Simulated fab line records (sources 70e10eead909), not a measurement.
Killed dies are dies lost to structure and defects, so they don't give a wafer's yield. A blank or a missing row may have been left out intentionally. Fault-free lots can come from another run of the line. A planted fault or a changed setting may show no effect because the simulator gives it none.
Which tool did it? ; flow nand harc ; 14 lots with 42 wafers sampled at 4 steps, on a route of 1302 steps

WHAT THE GAUGES SHOWED, per wafer
Not one reading of a measure or inspect step in the record can be checked against a usual standard deviation.

TOOL THAT RAN EACH LOT (tool first, then ch and the chambers of the sampled wafers, then the start)
lot;NHARC_A_STAIRCASE_ETCHBACK_416;NHARC_A_STAIRCASE_STRIP_476;NHARC_A_STAIRCASE_ANNEAL_326;NHARC_A_STAIRCASE_ETCH_444
L841;rie diel-08 ch 0,2, day 17 20:55 or earlier;rie diel-08 ch 1,3, day 17 20:55;furnace-08 ch 0, day 19 03:24;rie diel-08 ch 1,3, day 19 10:56
L842;rie diel-08 ch 1,2, day 17 23:27 or earlier;rie diel-08 ch 0,2,3, day 17 23:27;furnace-08 ch 0, day 19 03:24;rie diel-06 ch 1,3, day 19 08:22
L843;rie diel-06 ch 1,3, day 18 00:50 or earlier;rie diel-06 ch 0,2,3, day 18 00:50;furnace-08 ch 0, day 19 03:24;rie diel-08 ch 0,1,2, day 19 13:46
L844;rie diel-06 ch 1,2, day 18 07:31 or earlier;rie diel-06 ch 0,2,3, day 18 07:31;furnace-08 ch 0, day 19 16:38;rie diel-06 ch 1,2,3, day 19 22:11
L846;rie diel-01 ch 0,1,2, day 18 20:03 or earlier;rie diel-01 ch 0,1,3, day 18 20:03;furnace-05 ch 0, day 20 01:53;rie diel-01 ch 0,1,2, day 20 07:07
L847;rie diel-08 ch 0,2,3, day 19 06:15 or earlier;rie diel-08 ch 0,1,3, day 19 06:15;furnace-08 ch 0, day 20 15:57;rie diel-06 ch 0,1,2, day 20 20:05
L849;rie diel-06 ch 0,1,2, day 20 18:55 or earlier;rie diel-06 ch 0,1, day 20 18:55;furnace-02 ch 0, day 22 10:41;rie diel-01 ch 0,1, day 22 15:22
L850;rie diel-06 ch 0,2, day 21 14:04 or earlier;rie diel-06 ch 0,2,3, day 21 14:04;furnace-08 ch 0, day 22 22:05;rie diel-06 ch 0,1,2, day 23 02:38
L852;rie diel-06 ch 0,2,3, day 21 20:34 or earlier;rie diel-06 ch 0,1,2, day 21 20:34;furnace-08, day 23 02:50;rie diel-06 ch 0,1,3, day 23 07:14
L851;rie diel-06 ch 0,1, day 21 22:21 or earlier;rie diel-06 ch 1,2, day 21 22:21;furnace-08, day 23 02:50;rie diel-01 ch 0,1,3, day 23 07:03
L861;rie diel-08 ch 1,2,3, day 25 10:53 or earlier;rie diel-08 ch 0,1,2, day 25 10:53;furnace-05 ch 0, day 27 00:39;rie diel-08 ch 0,1,3, day 27 05:45
L863;rie diel-01 ch 1,2,3, day 25 22:47 or earlier;rie diel-01 ch 0,2,3, day 25 22:47;furnace-08 ch 0, day 27 10:19;rie diel-01 ch 0,2, day 27 14:34
L862;rie diel-01 ch 0,1,3, day 26 03:39;rie diel-01 ch 0,2,3, day 26 03:45;furnace-08 ch 0, day 27 10:19;rie diel-08 ch 1,3, day 27 15:17
L864;rie diel-06 ch 0,2,3, day 27 00:14 or earlier;rie diel-06 ch 1,2,3, day 27 00:14;furnace-08 ch 0, day 28 10:48;rie diel-08 ch 0,1, day 28 14:50
- NHARC_A_STAIRCASE_ETCHBACK_416: etches the open film in C4F8/O2/Ar, target depth 36 nm, time 7.2 s.
- NHARC_A_STAIRCASE_STRIP_476: strips in O2, time 20 s.
- NHARC_A_STAIRCASE_ANNEAL_326: time 1800 s.
- NHARC_A_STAIRCASE_ETCH_444: etches the open film in C4F8/O2, target depth 20400 nm, time 6800 s.

WHAT THE TOOLS THEMSELVES READ (means of the sampled wafers that have a number; where no wafer has one, the mark that the record gives instead)
NHARC_A_STAIRCASE_ETCHBACK_416. Usual: oes product au 0.939 a.u., standard deviation 0.03; rf vpp V 723 V, standard deviation 5.6.
lot;tool;oes product au (a.u.);rf vpp V (V);flag
L841;rie diel-08;0.969;719;
L842;rie diel-08;0.914;722;
L843;rie diel-06;0.926;726;
L844;rie diel-06;0.920;726;
L846;rie diel-01;0.920;722;
L847;rie diel-08;0.918;722;
L849;rie diel-06;0.927;720;
L850;rie diel-06;1.003;732;
L852;rie diel-06;0.937;726;
L851;rie diel-06;0.927;730;
L861;rie diel-08;0.927;723;
L863;rie diel-01;0.926;720;
L862;rie diel-01;0.931;718;
L864;rie diel-06;0.929;725;

NHARC_A_STAIRCASE_STRIP_476. Usual: drypump motor current A 5.3 A, standard deviation 0.48; oes product au 1.001 a.u., standard deviation 0.012; rf vpp V 57.8 V, standard deviation 0.98; showerhead plenum p Torr 3.52 Torr, standard deviation 0.19; throttle valve pct 17.036 %, standard deviation 0.0091.
lot;tool;drypump motor current A (A);oes product au (a.u.);rf vpp V (V);showerhead plenum p Torr (Torr);throttle valve pct (%);flag
L841;rie diel-08;5.1;0.995;58.0;3.69;17.031;
L842;rie diel-08;5.0;0.995;57.6;3.51;17.037;
L843;rie diel-06;5.1;1.013;57.3;3.30;17.028;
L844;rie diel-06;5.1;1.015;55.9;3.30;17.032;
L846;rie diel-01;5.9;1.002;57.5;3.42;17.031;
L847;rie diel-08;5.1;1.000;57.7;3.56;17.041;
L849;rie diel-06;5.5;1.001;57.3;3.44;17.034;
L850;rie diel-06;5.1;1.005;58.6;3.64;17.045;
L852;rie diel-06;5.2;0.997;57.9;3.79;17.035;
L851;rie diel-06;4.9;0.996;58.1;3.79;17.037;
L861;rie diel-08;4.9;0.995;57.3;3.41;17.031;
L863;rie diel-01;5.8;0.998;58.2;3.47;17.030;
L862;rie diel-01;5.8;0.998;57.7;3.47;17.031;
L864;rie diel-06;5.0;1.012;58.3;3.60;17.039;

NHARC_A_STAIRCASE_ANNEAL_326. Usual: run length s 1827 s, standard deviation 6.6; spike tc bottom C 768.6 C, standard deviation 2.2; spike tc upper C 749.3 C, standard deviation 1.6; zone power lower pct 12.6 %, standard deviation 0.86.
lot;tool;run length s (s);spike tc bottom C (C);spike tc upper C (C);zone power lower pct (%);flag
L841;furnace-08;1827;770.5;750.3;13.2;
L842;furnace-08;1829;769.8;750.5;13.4;
L843;furnace-08;1826;768.7;749.6;13.3;
L844;furnace-08;1826;768.6;750.5;13.3;
L846;furnace-05;1818;766.4;747.9;11.6;
L847;furnace-08;1827;770.1;749.0;13.3;
L849;furnace-02;1842;769.7;748.2;11.8;
L850;furnace-08;1824;768.7;750.3;13.2;
L852;furnace-08;-;-;-;-;OFF
L851;furnace-08;-;-;-;-;OFF
L861;furnace-05;1833;764.5;746.9;11.4;
L863;furnace-08;1832;768.3;748.8;13.2;
L862;furnace-08;1830;770.1;750.3;13.3;
L864;furnace-08;1821;770.7;749.9;13.2;

NHARC_A_STAIRCASE_ETCH_444. Usual: oes product au 0.933 a.u., standard deviation 0.019; rf vpp V 806 V, standard deviation 5.7.
lot;tool;oes product au (a.u.);rf vpp V (V);flag
L841;rie diel-08;0.924;812;
L842;rie diel-06;0.936;805;
L843;rie diel-08;0.925;804;
L844;rie diel-06;0.930;805;
L846;rie diel-01;0.911;806;
L847;rie diel-06;0.920;804;
L849;rie diel-01;0.925;803;
L850;rie diel-06;0.926;814;
L852;rie diel-06;0.926;809;
L851;rie diel-01;0.930;802;
L861;rie diel-08;0.919;807;
L863;rie diel-01;0.931;806;
L862;rie diel-08;0.924;808;
L864;rie diel-08;0.922;803;

THE ANSWER, worked out from the rows above alone
Rule: lot off if the mean of its wafers having a number is beyond 3 standard deviations from the usual mean. A lot without any number at a reading at which 4 lots or more have one is off too. All remaining lots with rows at the step are treated as sound. After the gauges, taken in route order, come the tools' own readings; for these a lot's mean is taken, as printed above. At the first step where some lot is off, the reading lying furthest off is the one used; lots without a number count as furthest.
Off, at NHARC_A_STAIRCASE_ANNEAL_326 on run length s: L852, L851. Without a number there: L852, L851.
A tool fits if, at that step or a process step before it, it ran every lot that is off, and no sound lot after the first of them. Because NHARC_A_STAIRCASE_ETCHBACK_416 lacks a start for some lots, the hours and order of its lots are taken from NHARC_A_STAIRCASE_STRIP_476. Not one of the candidates tried fits.

WHAT THE SIMULATOR HAD INSERTED
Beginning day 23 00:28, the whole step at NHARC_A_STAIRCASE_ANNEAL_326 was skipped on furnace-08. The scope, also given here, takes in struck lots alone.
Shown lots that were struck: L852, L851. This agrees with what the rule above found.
